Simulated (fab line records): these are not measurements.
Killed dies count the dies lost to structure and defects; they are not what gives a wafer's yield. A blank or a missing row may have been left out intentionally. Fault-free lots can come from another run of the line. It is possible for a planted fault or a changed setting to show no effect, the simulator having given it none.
Which tool is to blame?    flow n5 finfet    24 lots, 72 wafers sampled, at 6 steps of a route of 1938

WHAT THE GAUGES SHOWED, per wafer
N5_DUMMY_GATE_OVL_MEAS_16.
lot   measured     on          GATE_OVL (nm)
L074  day 3 03:31  overlay-01  -0.4 -0.8 0.2
L075  day 3 05:58  overlay-02  -0.8 -0.5 -1.4
L076  day 3 11:23  overlay-02  0.6 0.8 0.4
L077  day 3 18:17  overlay-02  -0.5 0.0 -1.4
L078  day 4 02:45  overlay-02  -0.4 -0.3 0.1
L079  day 4 04:47  overlay-02  -0.9 -1.3 -1.1
L080  day 4 11:31  overlay-01  0.2 -0.2 -0.3
L081  day 4 16:35  overlay-01  0.1 0.3 -0.2
L082  day 4 23:07  overlay-02  -1.3 -1.6 -0.7
L083  day 5 09:40  overlay-01  -0.2 0.8 -0.3
L084  day 5 15:22  overlay-02  -0.1 -0.4 -0.8
L085  day 5 21:17  overlay-01  -0.3 0.3 -0.7
L086  day 6 04:57  overlay-01  0.7 0.5 0.7
L087  day 6 06:41  overlay-01  -1.4 -0.2 -1.2
L088  day 6 13:39  overlay-02  -0.2 -0.2 0.2
L089  day 6 21:15  overlay-01  -0.8 -0.5 -0.4
L090  day 7 01:23  overlay-02  -0.8 -0.2 0.3
L091  day 7 08:10  overlay-02  0.4 0.6 0.5
L092  day 7 13:27  overlay-02  -0.4 -0.4 0.4
L093  day 7 21:13  overlay-01  -0.1 1.0 1.2
L094  day 7 22:41  overlay-01  -0.7 0.6 1.0
L095  day 8 05:07  overlay-01  0.0 0.8 0.7
L096  day 8 09:23  overlay-02  -0.5 0.3 -0.7
L097  day 8 16:02  overlay-01  -0.2 0.0 -0.2

WHAT TOOL EACH LOT RAN ON (gives the tool, then ch and the chambers of the sampled wafers, and finally the start)
lot   N5_FIN_SAQP_ETCH_69                N5_FIN_SAQP_MANDREL2_REMOVE_60   N5_FIN_CUT_ETCH_30                 N5_STI_FIN_REVEAL_ALD_00          N5_DUMMY_GATE_ALD_02
L074  rie diel-06 ch 1,2,3, day 2 02:59  rie si-02 ch 2,3, day 2 03:44    rie diel-03 ch 0,2,3, day 2 05:11  ald sin-02 ch 0,3, day 2 06:42    ald sin-04 ch 0,2,3, day 2 17:54
L075  rie diel-06 ch 1,2,3, day 2 07:34  rie si-02 ch 0,2,3, day 2 08:18  rie diel-04 ch 0,2, day 2 09:41    ald sin-02 ch 1,2,3, day 2 10:40  ald sin-01 ch 1,2,3, day 2 20:25
L076  rie diel-01 ch 0,2,3, day 2 13:34  rie si-03 ch 0,1,3, day 2 14:18  rie diel-03 ch 0,2,3, day 2 15:40  ald sin-02 ch 1,2, day 2 16:35    ald sin-04 ch 1,2,3, day 3 02:07
L077  rie diel-06 ch 0,1,3, day 2 20:58  rie si-02 ch 2,3, day 2 21:58    rie diel-03 ch 0,1, day 2 23:20    ald sin-04 ch 0,1,3, day 3 00:15  ald sin-04 ch 1,3, day 3 09:44
L078  rie diel-06 ch 0,1,3, day 3 04:27  rie si-04 ch 0,1,3, day 3 05:10  rie diel-05 ch 0,1,2, day 3 06:19  ald sin-02 ch 0,2,3, day 3 07:17  ald sin-02 ch 1,2,3, day 3 16:23
L079  rie diel-01 ch 0,3, day 3 08:20    rie si-02 ch 0,1, day 3 09:09    rie diel-05 ch 0,1, day 3 10:29    ald sin-02 ch 0,1, day 3 11:26    ald sin-01 ch 1,2, day 3 20:22
L080  rie diel-02 ch 1,2,3, day 3 13:31  rie si-03 ch 0,1, day 3 14:23    rie diel-04 ch 1,2,3, day 3 15:44  ald sin-02 ch 0,3, day 3 16:54    ald sin-04 ch 1,2, day 4 03:07
L081  rie diel-01 ch 0,1, day 3 19:47    rie si-03 ch 1,3, day 3 20:30    rie diel-05 ch 0,2,3, day 3 22:04  ald sin-04 ch 1,2, day 3 22:59    ald sin-02 ch 1,3, day 4 08:01
L082  rie diel-06 ch 1,3, day 4 02:32    rie si-03 ch 2,3, day 4 03:15    rie diel-04 ch 0,1,2, day 4 04:25  ald sin-03 ch 0,2,3, day 4 05:20  ald sin-02 ch 0,1, day 4 14:41
L083  rie diel-06 ch 1,2, day 4 09:04    rie si-04 ch 0,2,3, day 4 10:09  rie diel-05 ch 0,1,2, day 4 11:34  ald sin-03 ch 0,1, day 4 13:23    ald sin-02 ch 0,1,3, day 4 23:19
L084  rie diel-02 ch 0,1,3, day 4 15:27  rie si-04 ch 1,2,3, day 4 17:14  rie diel-03 ch 0,1,3, day 4 18:41  ald sin-04 ch 0,1,2, day 4 19:53  ald sin-04 ch 0,2,3, day 5 05:07
L085  rie diel-06 ch 0,2,3, day 4 22:43  rie si-04 ch 1,2, day 4 23:25    rie diel-04 ch 0,3, day 5 00:46    ald sin-02 ch 1,2, day 5 03:10    ald sin-02 ch 1,2, day 5 12:52
L086  rie diel-02 ch 0,1,3, day 5 04:06  rie si-04 ch 2,3, day 5 04:52    rie diel-03 ch 0,1,3, day 5 06:07  ald sin-03 ch 0,1,3, day 5 07:03  ald sin-01 ch 1,2,3, day 5 16:29
L087  rie diel-06 ch 1,2,3, day 5 07:58  rie si-04 ch 1,3, day 5 08:41    rie diel-05 ch 0,2,3, day 5 09:50  ald sin-02 ch 0,1,2, day 5 10:45  ald sin-04 ch 0,2,3, day 5 20:24
L088  rie diel-01 ch 1,2,3, day 5 14:23  rie si-02 ch 1,2, day 5 15:56    rie diel-05 ch 0,1,3, day 5 17:32  ald sin-03 ch 0,3, day 5 19:15    ald sin-02 ch 0,2,3, day 6 05:14
L089  rie diel-02 ch 1,2,3, day 5 21:16  rie si-03 ch 0,3, day 5 22:17    rie diel-03 ch 1,2,3, day 5 23:28  ald sin-03 ch 1,2, day 6 00:22    ald sin-04 ch 0,1,3, day 6 10:43
L090  rie diel-02 ch 0,1,3, day 6 03:08  rie si-03 ch 1,2,3, day 6 04:28  rie diel-04 ch 0,2,3, day 6 05:47  ald sin-02 ch 0,1,2, day 6 07:17  ald sin-04 ch 2,3, day 6 16:49
L091  rie diel-02 ch 1,2,3, day 6 09:36  rie si-02 ch 0,2,3, day 6 11:24  rie diel-04 ch 1,2,3, day 6 12:42  ald sin-04 ch 0,1,3, day 6 13:39  ald sin-01 ch 1,2, day 6 23:43
L092  rie diel-01 ch 0,1,3, day 6 16:20  rie si-03 ch 0,3, day 6 17:22    rie diel-04 ch 0,1,2, day 6 18:39  ald sin-04 ch 0,1,3, day 6 19:34  ald sin-01 ch 1,2, day 7 04:54
L093  rie diel-06 ch 0,2,3, day 6 21:00  rie si-04 ch 0,1, day 6 21:43    rie diel-03 ch 0,1,2, day 6 23:00  ald sin-04 ch 1,2, day 7 00:01    ald sin-01 ch 0,2,3, day 7 09:01
L094  rie diel-01 ch 1,2,3, day 7 00:34  rie si-03 ch 0,1, day 7 01:25    rie diel-05 ch 0,3, day 7 02:41    ald sin-03 ch 0,1,3, day 7 04:57  ald sin-01 ch 0,1,3, day 7 14:09
L095  rie diel-06 ch 0,3, day 7 06:40    rie si-04 ch 0,2,3, day 7 07:37  rie diel-05 ch 0,1, day 7 09:27    ald sin-03 ch 0,1,3, day 7 10:23  ald sin-04 ch 1,2, day 7 20:00
L096  rie diel-06 ch 0,1,3, day 7 12:53  rie si-03 ch 0,3, day 7 13:37    rie diel-05 ch 0,2, day 7 14:53    ald sin-03 ch 0,1,3, day 7 15:48  ald sin-01 ch 0,1,3, day 8 00:48
L097  rie diel-01 ch 1,3, day 7 18:45    rie si-03 ch 0,1,3, day 7 19:58  rie diel-05 ch 1,2, day 7 21:08    ald sin-04 ch 0,1,2, day 7 22:03  ald sin-01 ch 1,2,3, day 8 07:30
- N5_FIN_SAQP_ETCH_69: etches SOC in N2/H2, stops on SiNx, target depth 150 nm.
- N5_FIN_SAQP_MANDREL2_REMOVE_60: chemistry HBr/Cl2/O2, target a-Si, stops on SiNx, bt time 10 s.
- N5_FIN_CUT_ETCH_30: etches underlayer in N2/H2, target depth 13 nm, time 10.4 s.
- N5_STI_FIN_REVEAL_ALD_00: deposits SiO2, target thk 1 nm, pulse time 1 s.
- N5_DUMMY_GATE_ALD_02: deposits SiO2, target thk 2 nm, pulse time 1 s.

WHAT THE TOOLS THEMSELVES READ (means of the sampled wafers that have a number; where no wafer has one, the mark that the record gives instead)
N5_FIN_SAQP_ETCH_69.
lot   tool         drypump motor current A (A)  oes product au (a.u.)  rf vpp V (V)  showerhead plenum p Torr (Torr)  throttle valve pct (%)
L074  rie diel-06  5.7                          0.83                   240.4         2.52                             17.85
L075  rie diel-06  5.8                          0.83                   240.3         2.52                             17.87
L076  rie diel-01  6.1                          0.72                   239.9         2.48                             17.97
L077  rie diel-06  5.7                          0.81                   240.2         2.52                             17.82
L078  rie diel-06  5.7                          0.81                   240.8         2.52                             17.83
L079  rie diel-01  5.8                          0.69                   240.1         2.47                             18.10
L080  rie diel-02  5.4                          0.90                   241.7         2.60                             17.57
L081  rie diel-01  5.9                          0.74                   239.2         2.47                             17.94
L082  rie diel-06  6.2                          0.84                   240.0         2.54                             17.78
L083  rie diel-06  6.3                          0.85                   240.9         2.55                             17.87
L084  rie diel-02  5.4                          0.89                   241.7         2.56                             17.53
L085  rie diel-06  5.3                          0.92                   243.2         2.70                             17.68
L086  rie diel-02  5.4                          0.88                   241.2         2.56                             17.54
L087  rie diel-06  5.8                          0.86                   241.3         2.62                             17.75
L088  rie diel-01  5.8                          0.77                   240.6         2.51                             17.82
L089  rie diel-02  5.4                          0.85                   241.5         2.59                             17.61
L090  rie diel-02  5.4                          0.86                   241.3         2.56                             17.56
L091  rie diel-02  5.4                          0.84                   240.7         2.59                             17.62
L092  rie diel-01  5.7                          0.76                   239.9         2.48                             17.90
L093  rie diel-06  5.3                          0.90                   242.9         2.70                             17.69
L094  rie diel-01  5.8                          0.75                   240.3         2.50                             17.85
L095  rie diel-06  5.2                          0.88                   243.3         2.69                             17.60
L096  rie diel-06  5.7                          0.85                   242.4         2.62                             17.74
L097  rie diel-01  5.4                          0.75                   240.3         2.51                             17.90

N5_FIN_SAQP_MANDREL2_REMOVE_60.
lot   tool       drypump motor current A (A)  mfc cl2 sccm (sccm)  oes product au (a.u.)  throttle valve pct (%)
L074  rie si-02  5.6                          79.82                0.992                  36.4
L075  rie si-02  5.4                          80.01                1.000                  36.4
L076  rie si-03  5.7                          79.84                0.986                  36.7
L077  rie si-02  5.7                          79.82                0.987                  36.4
L078  rie si-04  6.2                          79.94                1.010                  36.5
L079  rie si-02  5.2                          80.04                0.990                  37.0
L080  rie si-03  5.8                          80.09                1.000                  36.8
L081  rie si-03  5.7                          80.00                0.968                  36.9
L082  rie si-03  5.9                          79.85                0.966                  36.9
L083  rie si-04  5.7                          79.96                1.017                  36.4
L084  rie si-04  5.8                          80.20                1.015                  36.5
L085  rie si-04  5.4                          80.16                1.015                  36.6
L086  rie si-04  5.4                          79.95                1.020                  36.4
L087  rie si-04  6.3                          79.96                1.014                  36.5
L088  rie si-02  5.6                          79.91                0.990                  36.7
L089  rie si-03  5.7                          79.83                0.983                  36.7
L090  rie si-03  5.9                          79.85                0.968                  37.0
L091  rie si-02  5.4                          79.92                0.991                  36.4
L092  rie si-03  5.7                          79.97                0.989                  36.6
L093  rie si-04  6.0                          79.88                1.011                  36.6
L094  rie si-03  5.8                          80.05                0.999                  36.8
L095  rie si-04  5.7                          79.94                1.010                  36.5
L096  rie si-03  5.7                          79.73                0.992                  36.6
L097  rie si-03  5.7                          80.11                0.988                  36.8

N5_FIN_CUT_ETCH_30.
lot   tool         drypump motor current A (A)  etch rf on time s (s)  oes product au (a.u.)  rf vpp V (V)  showerhead plenum p Torr (Torr)  throttle valve pct (%)
L074  rie diel-03  5.9                          10.39                  0.64                   525.5         2.56                             17.9
L075  rie diel-04  5.5                          10.09                  0.64                   521.3         2.47                             17.9
L076  rie diel-03  5.9                          10.31                  0.64                   524.0         2.56                             17.9
L077  rie diel-03  5.2                          10.43                  0.77                   526.1         2.65                             18.1
L078  rie diel-05  5.7                          10.53                  0.69                   524.5         2.55                             17.5
L079  rie diel-05  5.6                          10.48                  0.77                   523.7         2.54                             17.4
L080  rie diel-04  5.8                          10.37                  0.66                   522.4         2.48                             17.9
L081  rie diel-05  5.4                          10.27                  0.68                   524.8         2.57                             17.3
L082  rie diel-04  5.5                          10.19                  0.63                   521.5         2.46                             17.9
L083  rie diel-05  5.7                          10.61                  0.66                   523.8         2.54                             17.5
L084  rie diel-03  5.4                          10.32                  0.66                   524.9         2.57                             18.1
L085  rie diel-04  5.8                          10.27                  0.67                   522.1         2.45                             17.7
L086  rie diel-03  5.3                          10.43                  0.66                   525.4         2.57                             18.1
L087  rie diel-05  5.4                          10.33                  0.67                   524.0         2.56                             17.4
L088  rie diel-05  5.4                          10.49                  0.67                   522.3         2.50                             17.6
L089  rie diel-03  5.7                          10.25                  0.68                   525.8         2.62                             18.0
L090  rie diel-04  5.8                          10.14                  0.64                   521.5         2.47                             17.9
L091  rie diel-04  5.8                          10.28                  0.64                   522.2         2.47                             17.9
L092  rie diel-04  5.5                          10.24                  0.62                   521.4         2.46                             17.9
L093  rie diel-03  5.7                          10.18                  0.68                   526.6         2.61                             17.9
L094  rie diel-05  5.3                          10.39                  0.71                   524.6         2.55                             17.3
L095  rie diel-05  5.7                          10.75                  0.65                   521.0         2.47                             17.7
L096  rie diel-05  5.6                          10.48                  0.63                   526.2         2.60                             17.3
L097  rie diel-05  5.8                          10.70                  0.59                   522.2         2.48                             17.9

N5_STI_FIN_REVEAL_ALD_00.
lot   tool        heater power outer w (W)  heater power w (W)  precursor pulse height rel
L074  ald sin-02  244                       432                 1.004
L075  ald sin-02  260                       450                 1.006
L076  ald sin-02  283                       480                 0.993
L077  ald sin-04  276                       493                 1.021
L078  ald sin-02  248                       442                 0.991
L079  ald sin-02  271                       465                 1.000
L080  ald sin-02  243                       425                 0.995
L081  ald sin-04  269                       462                 1.009
L082  ald sin-03  263                       482                 0.995
L083  ald sin-03  240                       433                 1.009
L084  ald sin-04  278                       487                 0.987
L085  ald sin-02  280                       480                 0.991
L086  ald sin-03  251                       459                 1.000
L087  ald sin-02  264                       463                 0.998
L088  ald sin-03  266                       492                 0.992
L089  ald sin-03  233                       431                 1.007
L090  ald sin-02  268                       461                 1.012
L091  ald sin-04  274                       489                 1.013
L092  ald sin-04  271                       491                 1.013
L093  ald sin-04  284                       476                 0.996
L094  ald sin-03  253                       456                 1.006
L095  ald sin-03  251                       458                 1.006
L096  ald sin-03  254                       451                 1.010
L097  ald sin-04  270                       490                 1.009

N5_DUMMY_GATE_ALD_02.
lot   tool        heater power outer w (W)  heater power w (W)  precursor pulse height rel
L074  ald sin-04  265                       465                 1.004
L075  ald sin-01  271                       491                 0.995
L076  ald sin-04  259                       457                 1.011
L077  ald sin-04  258                       455                 0.972
L078  ald sin-02  264                       453                 1.009
L079  ald sin-01  259                       487                 1.024
L080  ald sin-04  270                       460                 1.023
L081  ald sin-02  251                       430                 1.005
L082  ald sin-02  272                       476                 0.982
L083  ald sin-02  256                       448                 1.005
L084  ald sin-04  258                       477                 0.981
L085  ald sin-02  274                       478                 0.998
L086  ald sin-01  275                       501                 1.007
L087  ald sin-04  261                       473                 1.007
L088  ald sin-02  251                       437                 1.001
L089  ald sin-04  270                       490                 0.993
L090  ald sin-04  250                       440                 0.992
L091  ald sin-01  266                       499                 0.986
L092  ald sin-01  261                       505                 1.007
L093  ald sin-01  276                       508                 0.978
L094  ald sin-01  266                       481                 1.012
L095  ald sin-04  285                       468                 0.992
L096  ald sin-01  267                       486                 1.012
L097  ald sin-01  275                       506                 1.005

THE ANSWER, worked out from the rows above alone
Rule: what is usual is taken from the lots themselves. The widest of any qualifying gaps counts: lots, ordered by their means at a reading, are off when they make up no more than a third of the lots, leave a main group of 4 or more, and stand apart from it by 3 or more times the standard deviation of that group's means. A main group is skipped when, at the precision printed for the reading in the tables above, its means are all equal. A lot without any number at a reading at which 4 lots or more have one is off too. Any other lot the step has rows for is counted as sound. After the gauges, taken in route order, come the tools' own readings; for these a lot's mean is taken, as printed above. At the first step where some lot is off, the reading lying furthest off is the one used; lots without a number count as furthest.
Across all readings shown, no lot is off: no conclusion can be drawn from this.

WHAT THE SIMULATOR HAD INSERTED
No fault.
